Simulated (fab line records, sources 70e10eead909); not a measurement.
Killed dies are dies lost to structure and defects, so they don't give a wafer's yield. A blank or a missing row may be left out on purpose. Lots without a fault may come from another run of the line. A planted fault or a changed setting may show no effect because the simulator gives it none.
Which tool did it? | flow nand_harc | 24 lots, 72 wafers sampled, at 3 steps of a route of 1302

WHAT THE GAUGES READ, wafer by wafer
NHARC_A_CONTACT_OVL_MEAS_43. Usual: overlay_x_nm 0.0 nm, standard deviation 0.71; overlay_y_nm 0.0 nm, standard deviation 0.87.
lot  | measured     | on         | overlay_x_nm (nm) | overlay_y_nm (nm) | flag
L074 | day 21 08:21 | overlay-01 | 1.5 1.5 0.9       | 0.0 0.1 -0.3      |
L076 | day 22 02:49 | overlay-02 | -0.7 -1.3 -0.4    | -0.9 -0.8 -1.0    |
L077 | day 22 05:14 | overlay-01 | -0.5 -0.3 -0.3    | -0.8 -1.0 -0.7    |
L078 | day 22 16:24 | overlay-01 | 0.3 0.5 0.4       | 1.5 1.5 1.6       |
L079 | day 23 08:29 | overlay-01 | -1.1 -0.6 -0.7    | 0.0 0.5 0.3       |
L075 | day 24 09:57 | overlay-02 | 0.2 0.0 0.2       | 1.0 0.7 0.7       |
L081 | day 24 08:28 | overlay-02 | 0.0 -0.6 0.1      | 1.0 0.7 0.2       |
L082 | day 24 20:28 | overlay-02 | -0.6 -0.2 -0.5    | 0.3 0.6 -0.1      |
L080 | day 24 18:32 | overlay-01 | -0.7 -0.6 0.3     | 1.4 1.3 1.3       |
L083 | day 25 07:07 | overlay-01 | 1.0 1.2 1.1       | -0.4 -0.4 -0.8    |
L084 | day 25 07:16 | overlay-01 | -1.9 -1.8 -1.5    | -1.7 -1.1 -1.0    |
L085 | day 26 05:29 | overlay-01 | 0.6 0.2 0.4       | -0.2 -1.5 -0.2    |
L086 | day 26 13:32 | overlay-02 | -0.5 -0.3 -0.7    | -0.1 -0.4 0.2     |
L087 | day 27 04:02 | overlay-01 | -0.3 0.2 -0.1     | 0.0 -0.5 -0.6     |
L089 | day 27 12:43 | overlay-01 | -0.1 0.1 -0.2     | 1.1 1.2 1.0       |
L090 | day 27 13:37 | overlay-02 | 0.6 0.4 0.6       | -1.6 -1.7 -1.2    |
L088 | day 27 18:55 | overlay-02 | 0.4 1.0 0.3       | -0.2 0.2 -0.3     |
L092 | day 28 01:05 | overlay-02 | 0.7 0.7 0.4       | 0.6 0.3 -0.1      |
L091 | day 28 03:59 | overlay-01 | -0.1 0.2 -0.2     | -0.6 -0.4 -1.2    |
L093 | day 29 03:04 | overlay-01 | -0.7 -0.7 -0.9    | -0.8 -0.6 -0.9    |
L095 | day 30 08:53 | overlay-01 | 0.2 0.2 0.2       | 0.1 0.2 -0.1      |
L094 | day 30 13:32 | overlay-02 | 0.5 -0.1 -0.2     | -0.4 0.3 -0.1     |
L096 | day 30 10:46 | overlay-02 | 0.8 0.8 0.8       | -0.9 -0.2 -0.2    |
L097 | day 30 19:31 | overlay-01 | -0.3 -0.5 -0.1    | 0.4 1.2 1.2       |

WHICH TOOL RAN EACH LOT (tool, then ch and the chambers of the sampled wafers, then the start)
lot  | NHARC_A_WL_FILL_ALD_00           | NHARC_A_WL_FILL_STRIP_27
L074 | ald_hk-04 ch 1,2, day 20 06:31   | plasma_asher-01 ch 0,1, day 20 08:12
L076 | ald_hk-04 ch 0,1, day 21 02:51   | plasma_asher-02 ch 0,1, day 21 04:30
L077 | ald_hk-04 ch 0,1,2, day 21 03:02 | plasma_asher-01 ch 0,1, day 21 04:41
L078 | ald_hk-03 ch 0,2, day 21 16:16   | plasma_asher-01 ch 0,1, day 21 17:58
L079 | ald_hk-03 ch 2,3, day 22 06:12   | plasma_asher-01 ch 0,1, day 22 07:55
L075 | ald_hk-03 ch 0,1,2, day 23 08:29 | plasma_asher-01 ch 0,1, day 23 10:09
L081 | ald_hk-04 ch 2,3, day 23 08:29   | plasma_asher-02 ch 1, day 23 10:19
L082 | ald_hk-01 ch 0,2,3, day 23 18:07 | plasma_asher-02 ch 0,1, day 23 19:52
L080 | ald_hk-01 ch 1,3, day 23 18:17   | plasma_asher-01 ch 0,1, day 23 20:11
L083 | ald_hk-04 ch 0,2, day 24 03:52   | plasma_asher-02 ch 0,1, day 24 05:32
L084 | ald_hk-04 ch 0,2,3, day 24 06:33 | plasma_asher-01 ch 0,1, day 24 08:13
L085 | ald_hk-01 ch 1,3, day 25 03:39   | plasma_asher-02 ch 0, day 25 05:23
L086 | ald_hk-04 ch 0,2,3, day 25 10:49 | plasma_asher-02 ch 0,1, day 25 12:33
L087 | ald_hk-04 ch 0,1, day 26 02:01   | plasma_asher-01 ch 0,1, day 26 04:04
L089 | ald_hk-04 ch 1,2,3, day 26 09:27 | plasma_asher-01 ch 0,1, day 26 11:28
L090 | ald_hk-03 ch 2,3, day 26 14:43   | plasma_asher-02 ch 0, day 26 16:23
L088 | ald_hk-01 ch 1,2,3, day 26 14:50 | plasma_asher-01 ch 0,1, day 26 16:36
L092 | ald_hk-01 ch 0,2,3, day 26 22:42 | plasma_asher-02 ch 0,1, day 27 00:23
L091 | ald_hk-01 ch 0,1,3, day 26 22:54 | plasma_asher-01 ch 0,1, day 27 00:34
L093 | ald_hk-04 ch 1,2, day 27 22:47   | plasma_asher-01 ch 0,1, day 28 00:31
L095 | ald_hk-04 ch 0,1,3, day 29 05:27 | plasma_asher-02 ch 0,1, day 29 07:07
L094 | ald_hk-04 ch 0,1,3, day 29 07:19 | plasma_asher-01 ch 0,1, day 29 09:05
L096 | ald_hk-03 ch 1,2,3, day 29 10:04 | plasma_asher-01 ch 0,1, day 29 11:50
L097 | ald_hk-01 ch 1,2,3, day 29 19:59 | plasma_asher-02 ch 0,1, day 29 21:35
- NHARC_A_WL_FILL_ALD_00: deposits Al2O3, target thk 3 nm, pulse time 3 s, ald cycles 30.
- NHARC_A_WL_FILL_STRIP_27: strips in N2/H2, time 20 s.

WHAT THE TOOLS THEMSELVES READ (means of the sampled wafers that have a number; where no wafer has one, the mark that the record gives instead)
NHARC_A_WL_FILL_ALD_00. Usual: heater_power_w 447 W, standard deviation 39; precursor_pulse_height_rel 1.001, standard deviation 0.02.
lot  | tool      | heater_power_w (W) | precursor_pulse_height_rel | flag
L074 | ald_hk-04 | 470                | 1.008                      |
L076 | ald_hk-04 | 480                | 1.007                      |
L077 | ald_hk-04 | 474                | 0.987                      |
L078 | ald_hk-03 | 478                | 0.997                      |
L079 | ald_hk-03 | 465                | 1.003                      |
L075 | ald_hk-03 | 482                | 0.983                      |
L081 | ald_hk-04 | 422                | 0.991                      |
L082 | ald_hk-01 | 436                | 1.004                      |
L080 | ald_hk-01 | 383                | 1.007                      |
L083 | ald_hk-04 | 471                | 0.984                      |
L084 | ald_hk-04 | 441                | 0.994                      |
L085 | ald_hk-01 | 389                | 1.016                      |
L086 | ald_hk-04 | 449                | 1.001                      |
L087 | ald_hk-04 | 489                | 1.012                      |
L089 | ald_hk-04 | 455                | 0.995                      |
L090 | ald_hk-03 | 450                | 1.011                      |
L088 | ald_hk-01 | 401                | 0.996                      |
L092 | ald_hk-01 | 428                | 1.011                      |
L091 | ald_hk-01 | 422                | 1.016                      |
L093 | ald_hk-04 | 455                | 1.005                      |
L095 | ald_hk-04 | 446                | 1.005                      |
L094 | ald_hk-04 | 448                | 0.990                      |
L096 | ald_hk-03 | 470                | 1.003                      |
L097 | ald_hk-01 | 389                | 0.993                      |

NHARC_A_WL_FILL_STRIP_27. Usual: drypump_motor_current_A 5.7 A, standard deviation 0.36; heater_power_w 337 W, standard deviation 20.
lot  | tool            | drypump_motor_current_A (A) | heater_power_w (W) | flag
L074 | plasma_asher-01 | 6.0                         | 331                |
L076 | plasma_asher-02 | 5.7                         | 346                |
L077 | plasma_asher-01 | 6.0                         | 329                |
L078 | plasma_asher-01 | 5.7                         | 350                |
L079 | plasma_asher-01 | 5.9                         | 334                |
L075 | plasma_asher-01 | 6.0                         | 318                |
L081 | plasma_asher-02 | 5.9                         | 338                |
L082 | plasma_asher-02 | 5.4                         | 340                |
L080 | plasma_asher-01 | 5.9                         | 324                |
L083 | plasma_asher-02 | 5.4                         | 348                |
L084 | plasma_asher-01 | 5.7                         | 331                |
L085 | plasma_asher-02 | 5.2                         | 345                |
L086 | plasma_asher-02 | 5.4                         | 348                |
L087 | plasma_asher-01 | 5.9                         | 321                |
L089 | plasma_asher-01 | 5.9                         | 321                |
L090 | plasma_asher-02 | 5.2                         | 359                |
L088 | plasma_asher-01 | 5.7                         | 333                |
L092 | plasma_asher-02 | 5.7                         | 350                |
L091 | plasma_asher-01 | 5.7                         | 327                |
L093 | plasma_asher-01 | 5.7                         | 328                |
L095 | plasma_asher-02 | 5.7                         | 346                |
L094 | plasma_asher-01 | 5.9                         | 324                |
L096 | plasma_asher-01 | 5.7                         | 324                |
L097 | plasma_asher-02 | 5.4                         | 349                |

THE ANSWER, worked out from the rows above alone
Rule: a lot is off if the mean of its wafers that have a number lies more than 3 standard deviations from the usual mean. A lot without any number at a reading at which 4 lots or more have one is off too. The other lots that the step has rows for count as sound. The gauges are gone through in route order, then the tools' own readings, and for those a lot's mean is taken as printed above. The first step at which some lot is off is used, and at that step the reading that is off furthest; a lot without a number counts as furthest.
No lot is off at any reading shown: from this, nothing can be told.

WHAT THE SIMULATOR HAD PUT IN
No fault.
